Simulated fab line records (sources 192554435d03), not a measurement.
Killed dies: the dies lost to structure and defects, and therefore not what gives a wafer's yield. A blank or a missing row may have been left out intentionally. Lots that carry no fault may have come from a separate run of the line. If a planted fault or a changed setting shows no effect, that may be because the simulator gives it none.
fab line records | flow n5-finfet | part 2 of 2: steps 5 to 6 of 6
[record] lots = 22 wafers = 66 last-day = 17
route steps=1938 shown BEOL_M4@1088 BEOL_M5@1136
lots that met no fault: from a run of the same line without faults
start-h: start of the lot's first displayed wafer, in hours after the record's first day | wait-h: hours since the lot's step before | " as in the row above | L1.1+2: several wafers, shown together as one row | - no value present, or no start provided | * or withheld: withheld | < > ~ a bound
route shown NAME@n: names a module that has steps shown in the file, with the first one's number in the route | usual: mean/standard deviation taken from wafers without a fault | same: alike in all rows | chamber/n: place in a boat | sites: each site's reading | _std_site: how widely they spread, as a standard deviation | _edge_site: inner sites' mean taken away from outer sites' mean | radius-mm: for every site, how far away it sits from the centre of the wafer | mask NAME#n: copy n | behind: the most recent tool/chamber to have shaped the wafer | hold: why the lot was held/for how many hours/how that ended | device: the n, p or np transistor that did not switch | end of line: tests run on the same wafers once the route is complete | a step with no rows: only its recipe | killed: not the wafer's yield, but the dies lost to structure and defects at the first sort | map: the dies of a wafer, with x for killed, . for not killed, _ for no die there
set.NAME: setting as actually run; set.NAME@STEP: the setting as run at that earlier step | model.NAME: the simulator's own value behind a step, which no gauge read
steps of the route over a sample of lots; a table a step, a row a wafer
services: when a tool's chamber went out of use (start-h, in hours from the record's first day, below 0 if earlier), for how many hours, and the reason
[[steps]]
[step N5_BEOL_M5_ETCH_67]
[recipe] chemistry = CF4 target = SiARC target-depth-a = 156 mask-material = CAR-EUV time-s = 26 ion-energy-ev = 80 pressure-mtorr = 40 source-w = 545 bias-w = 36 Ar_flow_sccm = 100 cf4-flow-sccm = 100 ends = cleared
[usual] drypump-motor-current-A = 5.9/0.39 etch-rf-on-time-s = 26.0/0.47 oes-product-au = 0.65/0.07 rf-vpp-V = 184.0/1.1 showerhead-plenum-p-Torr = 2.14/0.058 throttle-valve-pct = 15.69/0.24
// columns lot.wafer tool chamber start-h wait-h drypump-motor-current-A etch-rf-on-time-s oes-product-au rf-hours-counter-h rf-vpp-V showerhead-plenum-p-Torr throttle-valve-pct
L076.1 rie-diel-05 3 179.66 0.0 6.1 25.2 0.68 98 183.0 2.09 15.64
L076.4 " 2 " " 5.3 26.1 0.61 187 185.2 2.21 15.53
L076.6 " 0 " " 6.0 25.2 0.72 - 184.3 2.18 15.74
L075.1 rie-diel-05 0 184.96 0.0 6.0 25.4 0.72 66 184.2 2.18 15.75
L075.3 " 2 " " 5.3 26.7 0.60 189 186.0 2.21 15.53
L075.5 " 0 " " 6.1 25.5 0.72 - 184.0 2.18 15.75
L077.2 rie-diel-02 1 186.35 0.0 6.0 26.1 0.65 116 183.9 2.07 15.88
L077.5 " 0 " " 5.8 26.4 0.62 - 182.9 2.11 15.81
L077.6 " 3 " " 5.8 26.4 0.60 - 183.5 2.12 15.53
L078.1 rie-diel-02 3 187.10 0.0 5.8 26.6 0.61 226 183.6 2.12 15.53
L078.2 " 1 " " 6.0 26.3 0.65 116 183.2 2.07 15.91
L078.4 " 0 " " 5.8 26.5 0.62 209 184.6 2.11 15.82
L079.1 rie-diel-05 1 191.20 0.0 6.3 26.8 0.57 229 184.5 2.22 15.70
L079.2 " 0 " " 6.1 25.3 0.72 69 184.4 2.18 15.75
L079.5 " 0 " " 6.1 25.2 0.72 - 185.4 2.18 15.75
L081.2 rie-diel-02 3 203.15 0.0 5.8 26.3 0.60 230 185.4 2.12 15.54
L081.4 " 2 " " 6.3 26.1 0.62 177 186.1 2.22 15.77
L081.5 " 0 " " 5.8 26.1 0.62 - 184.8 2.11 15.82
L080.2 rie-diel-02 1 205.90 0.0 6.0 25.8 0.65 121 183.6 2.07 15.90
L080.3 " 0 " " 5.8 26.2 0.62 214 184.2 2.11 15.82
L080.4 " 3 " " 5.8 26.1 0.61 231 184.3 2.12 15.52
L082.1 rie-diel-05 1 212.10 0.0 6.3 26.3 0.58 234 184.4 2.21 15.72
L082.3 " 3 " " 6.1 25.6 0.67 108 183.7 2.08 15.68
L082.6 " 2 " " 5.3 26.2 0.61 - 185.5 2.21 15.54
L084.2 rie-diel-04 0 226.34 0.0 5.2 26.3 0.59 207 183.6 2.05 15.82
L084.5 " 3 " " 5.3 25.0 0.85 - 183.8 2.11 14.98
L084.6 " 0 " " 5.2 26.2 0.60 - 182.9 2.05 15.82
L083.1 rie-diel-04 2 227.28 0.0 6.2 26.2 0.61 174 185.0 2.13 15.90
L083.2 " 1 " " 5.2 26.9 0.71 54 184.0 2.18 15.59
L083.3 " 0 " " 5.2 26.7 0.60 208 183.4 2.05 15.82
L085.1 rie-diel-04 3 232.25 0.0 5.2 25.4 0.84 6 182.6 2.11 14.98
L085.4 " 0 " " 5.2 26.6 0.59 - 181.5 2.05 15.80
L085.5 " 3 " " 5.2 25.5 0.83 - 182.9 2.11 14.98
L086.2 rie-diel-02 3 234.60 0.0 5.8 26.2 0.60 239 183.9 2.12 15.55
L086.4 " 2 " " 6.3 26.0 0.62 186 185.6 2.21 15.79
L086.6 " 1 " " 6.0 25.9 0.65 - 183.4 2.06 15.92
L087.1 rie-diel-02 0 254.58 0.0 5.8 26.2 0.61 229 183.0 2.11 15.85
L087.3 " 2 " " 6.3 26.1 0.61 192 184.2 2.21 15.80
L087.5 " 0 " " 5.8 26.3 0.61 - 182.9 2.11 15.87
L088.1 rie-diel-05 0 258.77 0.0 6.1 25.5 0.69 89 184.0 2.17 15.82
L088.2 " 3 " " 6.1 25.6 0.65 123 183.9 2.08 15.69
L088.4 " 1 " " 6.3 26.6 0.57 247 184.8 2.21 15.74
L090.2 rie-diel-05 1 266.38 0.0 6.3 26.6 0.57 250 184.1 2.21 15.76
L090.3 " 0 " " 6.1 25.7 0.69 92 182.3 2.17 15.81
L090.4 " 1 " " 6.3 26.8 0.57 - 183.6 2.21 15.74
L091.3 rie-diel-02 0 268.91 0.0 5.8 26.7 0.60 235 182.5 2.10 15.86
L091.4 " 0 " " 5.8 26.7 0.60 - 185.0 2.10 15.87
L091.6 " 1 " " 6.0 26.2 0.64 - 184.2 2.06 15.93
L093.4 rie-diel-02 1 272.50 0.0 6.0 25.9 0.64 - 184.7 2.06 15.95
L093.5 " 0 " " 5.8 26.4 0.60 - 184.1 2.10 15.86
L093.6 " 2 " " 6.3 26.0 0.60 - 185.0 2.21 15.79
L092.1 rie-diel-05 0 276.71 0.0 6.1 25.8 0.69 96 183.7 2.17 15.81
L092.2 " 2 " " 5.3 26.6 0.60 216 185.8 2.20 15.58
L092.5 " 2 " " 5.3 26.4 0.59 - 184.7 2.20 15.60
L094.2 rie-diel-04 2 292.44 0.0 6.2 25.8 0.61 189 183.5 2.13 15.92
L094.3 " 0 " " 5.2 26.6 0.59 224 183.0 2.04 15.84
L094.4 " 1 " " 5.2 26.8 0.70 67 183.0 2.17 15.64
L095.1 rie-diel-05 0 300.30 0.0 6.1 25.4 0.68 107 183.8 2.16 15.83
L095.4 " 2 " " 5.3 27.0 0.58 228 185.1 2.20 15.60
L095.5 " 2 " " 5.3 26.7 0.58 - 185.7 2.20 15.60
L096.1 rie-diel-05 2 304.28 0.0 5.3 26.1 0.59 229 184.8 2.19 15.62
L096.2 " 3 " " 6.1 25.5 0.64 139 183.1 2.07 15.74
L096.6 " 2 " " 5.3 26.2 0.59 - 185.0 2.20 15.62
L097.1 rie-diel-02 0 304.64 0.0 5.8 26.3 0.60 243 183.1 2.10 15.88
L097.3 " 1 " " 6.0 25.7 0.64 156 181.3 2.06 15.98
L097.5 " 2 " " 6.2 26.0 0.60 - 184.5 2.20 15.83
[step N5_BEOL_M5_ETCH_68]
[recipe] chemistry = N2/H2 target = SOC target-depth-a = 800 overetch-a = 160 mask-material = SiARC temp-c = 40 time-s = 120 ion-energy-ev = 200 pressure-mtorr = 30 source-w = 840 bias-w = 150 n2-flow-sccm = 200 h2-flow-sccm = 200
[usual] drypump-motor-current-A = 5.9/0.39 h2-flow-sccm = 200.0/0.55 oes-product-au = 0.58/0.059 rf-vpp-V = 523.7/2.2 showerhead-plenum-p-Torr = 2.53/0.077 throttle-valve-pct = 17.84/0.27
// columns lot.wafer tool chamber start-h wait-h drypump-motor-current-A h2-flow-sccm oes-product-au rf-hours-counter-h rf-vpp-V showerhead-plenum-p-Torr throttle-valve-pct
L076.1 rie-diel-05 3 179.69 0.0 6.1 200.1 0.60 98 522.1 2.44 17.55
L076.4 " 2 " " 5.3 200.6 0.55 187 527.9 2.65 17.76
L076.6 " 0 " " 6.1 201.1 0.63 - 524.3 2.57 17.88
L075.1 rie-diel-05 0 184.99 0.0 6.1 199.3 0.64 66 525.5 2.57 17.90
L075.3 " 2 " " 5.3 200.1 0.55 189 526.8 2.65 17.75
L075.5 " 0 " " 6.1 199.1 0.64 - 524.4 2.57 17.89
L077.2 rie-diel-02 1 186.38 0.0 6.0 200.7 0.59 116 520.0 2.45 18.19
L077.5 " 0 " " 5.8 199.6 0.56 - 524.1 2.51 18.00
L077.6 " 3 " " 5.8 199.4 0.55 - 523.0 2.51 17.76
L078.1 rie-diel-02 3 187.13 0.0 5.8 200.1 0.55 226 524.2 2.51 17.76
L078.2 " 1 " " 6.0 201.0 0.59 116 522.1 2.46 18.18
L078.4 " 0 " " 5.8 200.2 0.56 209 522.7 2.51 18.02
L079.1 rie-diel-05 1 191.23 0.0 6.3 200.5 0.53 229 526.5 2.62 17.86
L079.2 " 0 " " 6.1 200.6 0.63 69 525.5 2.56 17.90
L079.5 " 0 " " 6.1 200.0 0.63 - 522.2 2.57 17.88
L081.2 rie-diel-02 3 203.17 0.0 5.9 199.3 0.54 230 522.4 2.51 17.74
L081.4 " 2 " " 6.3 200.0 0.55 177 526.1 2.63 17.93
L081.5 " 0 " " 5.8 199.9 0.56 - 524.3 2.51 18.03
L080.2 rie-diel-02 1 205.93 0.0 6.0 199.6 0.58 121 520.6 2.45 18.21
L080.3 " 0 " " 5.8 200.8 0.56 214 525.1 2.51 18.01
L080.4 " 3 " " 5.9 199.5 0.55 231 523.5 2.51 17.76
L082.1 rie-diel-05 1 212.13 0.0 6.3 199.2 0.53 234 525.4 2.62 17.86
L082.3 " 3 " " 6.2 200.1 0.59 108 521.3 2.43 17.56
L082.6 " 2 " " 5.3 199.7 0.54 - 526.7 2.65 17.78
L084.2 rie-diel-04 0 226.37 0.0 5.3 200.4 0.54 207 519.5 2.42 17.90
L084.5 " 3 " " 5.3 200.3 0.75 - 524.3 2.49 17.09
L084.6 " 0 " " 5.2 199.8 0.55 - 519.8 2.42 17.92
L083.1 rie-diel-04 2 227.31 0.0 6.2 199.4 0.55 174 524.3 2.52 17.98
L083.2 " 1 " " 5.2 200.0 0.65 54 524.7 2.59 17.78
L083.3 " 0 " " 5.3 200.1 0.54 208 519.2 2.42 17.92
L085.1 rie-diel-04 3 232.28 0.0 5.3 200.0 0.74 6 524.4 2.49 17.09
L085.4 " 0 " " 5.2 199.6 0.54 - 521.1 2.42 17.93
L085.5 " 3 " " 5.3 200.0 0.73 - 522.2 2.49 17.08
L086.2 rie-diel-02 3 234.63 0.0 5.8 199.5 0.54 239 522.5 2.50 17.77
L086.4 " 2 " " 6.3 200.3 0.55 186 526.3 2.63 17.96
L086.6 " 1 " " 6.0 199.9 0.58 - 521.6 2.45 18.21
L087.1 rie-diel-02 0 254.61 0.0 5.8 199.7 0.55 229 521.9 2.50 18.06
L087.3 " 2 " " 6.2 200.1 0.55 192 527.0 2.63 17.97
L087.5 " 0 " " 5.8 198.8 0.55 - 523.2 2.50 18.05
L088.1 rie-diel-05 0 258.80 0.0 6.1 200.5 0.62 89 526.7 2.56 17.94
L088.2 " 3 " " 6.1 199.4 0.58 123 522.3 2.43 17.59
L088.4 " 1 " " 6.3 199.7 0.52 247 525.3 2.61 17.88
L090.2 rie-diel-05 1 266.41 0.0 6.3 200.3 0.51 250 524.5 2.61 17.88
L090.3 " 0 " " 6.1 199.2 0.61 92 525.0 2.55 17.93
L090.4 " 1 " " 6.3 199.9 0.52 - 525.5 2.61 17.88
L091.3 rie-diel-02 0 268.94 0.0 5.8 200.1 0.55 235 523.5 2.50 18.05
L091.4 " 0 " " 5.8 200.1 0.54 - 522.5 2.50 18.07
L091.6 " 1 " " 6.0 199.6 0.57 - 521.3 2.45 18.23
L093.4 rie-diel-02 1 272.56 0.0 6.0 200.0 0.57 - 521.1 2.44 18.23
L093.5 " 0 " " 5.8 198.7 0.54 - 522.6 2.50 18.06
L093.6 " 2 " " 6.2 200.1 0.54 - 526.2 2.63 17.98
L092.1 rie-diel-05 0 276.74 0.0 6.1 200.8 0.61 96 524.5 2.55 17.94
L092.2 " 2 " " 5.3 200.9 0.54 216 525.5 2.64 17.80
L092.5 " 2 " " 5.4 200.2 0.54 - 526.0 2.64 17.81
L094.2 rie-diel-04 2 292.47 0.0 6.2 200.0 0.54 189 523.1 2.52 18.00
L094.3 " 0 " " 5.2 200.1 0.54 224 522.1 2.41 17.94
L094.4 " 1 " " 5.2 200.0 0.64 67 525.8 2.58 17.78
L095.1 rie-diel-05 0 300.33 0.0 6.1 199.6 0.60 107 524.6 2.55 17.97
L095.4 " 2 " " 5.4 199.7 0.54 228 525.4 2.63 17.83
L095.5 " 2 " " 5.3 199.0 0.53 - 526.9 2.63 17.83
L096.1 rie-diel-05 2 304.31 0.0 5.3 199.5 0.53 229 526.2 2.63 17.84
L096.2 " 3 " " 6.1 199.5 0.58 139 519.9 2.42 17.63
L096.6 " 2 " " 5.3 198.4 0.53 - 525.9 2.63 17.82
L097.1 rie-diel-02 0 304.66 0.0 5.8 200.3 0.54 243 522.4 2.50 18.06
L097.3 " 1 " " 6.0 200.7 0.57 156 522.6 2.44 18.26
L097.5 " 2 " " 6.3 199.7 0.53 - 525.7 2.62 18.01
[[services]]
// columns tool chamber start-h hours kind
rie-diel-04 0 150.47 3.8 repair
rie-diel-02 3 155.23 9.1 repair
rie-diel-04 2 180.80 8.5 repair
rie-diel-04 3 189.27 - clean
rie-diel-04 3 189.27 - consumable-replace:focus-ring
rie-diel-04 3 189.27 22.4 scheduled-down
rie-diel-04 3 189.27 22.4 vent-cycle
rie-diel-04 1 229.69 7.4 repair
rie-diel-05 3 265.18 6.2 repair
rie-diel-02 3 267.81 - clean
rie-diel-02 3 267.81 - consumable-replace:focus-ring
rie-diel-02 3 267.81 36.6 scheduled-down
rie-diel-02 3 267.81 36.6 vent-cycle
rie-metal-02 1 271.24 5.2 repair
rie-diel-05 1 271.34 - clean
rie-diel-05 1 271.34 - consumable-replace:focus-ring
rie-diel-05 1 271.34 21.2 scheduled-down
rie-diel-05 1 271.34 21.2 vent-cycle
rie-diel-04 - 273.42 14.6 pm
pvd-sputter-03 - 278.15 5.5 repair
rie-diel-02 0 279.54 8.0 repair
rie-diel-02 0 289.38 4.3 repair
pvd-sputter-02 - 294.67 5.9 repair
rie-metal-02 - 302.62 28.1 pm
